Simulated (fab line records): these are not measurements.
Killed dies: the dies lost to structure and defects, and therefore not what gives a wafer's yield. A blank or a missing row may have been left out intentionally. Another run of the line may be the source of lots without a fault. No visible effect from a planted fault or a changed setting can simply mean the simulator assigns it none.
Chamber matching -- flow nand harc -- ald hk-01 running NHARC_A_CHANNEL_FILL_D1_ALD_25: 4 sister chambers
The step deposits SiOx, target thk 60 nm, pulse time 10 s, ald cycles 600. 8 wafers are shown with their chamber, then 9 later ones without.

== WAFERS, EACH WITH ITS CHAMBER ==
wafer,chamber,heater power w (W),precursor pulse height rel
L083.3,1,550,0.992
L083.6,2,382,1.005
L084.1,1,527,1.010
L084.6,0,469,0.991
L089.4,2,379,0.977
L091.1,3,509,0.984
L091.3,0,462,0.984
L091.5,3,500,1.003

== WAFERS WHOSE CHAMBER IS MISSING ==
wafer,heater power w (W),precursor pulse height rel
L095.4,510,0.971
L095.5,383,0.985
L095.6,509,1.017
L094.1,548,0.994
L094.2,397,1.015
L094.3,480,1.005
L094.4,505,1.022
L094.5,514,1.018
L094.6,379,0.995

== CHAMBER TAKEN BY EACH ==
wafer,from the rows above,in truth
L095.4,3,3
L095.5,2,2
L095.6,can't be placed: 3 or 1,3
L094.1,1,1
L094.2,2,2
L094.3,can't be placed: 0 or 3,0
L094.4,can't be placed: 3 or 1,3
L094.5,can't be placed: 3 or 1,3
L094.6,2,2
Placed correctly: 5 of 9. Not placeable from these rows: 4 (in 4, the candidates include the true chamber). Placed wrongly: 0.
How it was worked out, from the rows above alone: a wafer's distance from a chamber is the root of the sum, over the readings, of the square of ((its reading less the chamber's mean) divided by the reading's scatter). The wafer belongs to the nearest chamber; if the next one is less than 2 further off, it can't be placed. A chamber's mean is the mean of its shown wafers. The scatter is the square root of a quotient: the sum, over the shown wafers, of each reading's squared deviation from its chamber's mean, divided by wafers minus chambers.
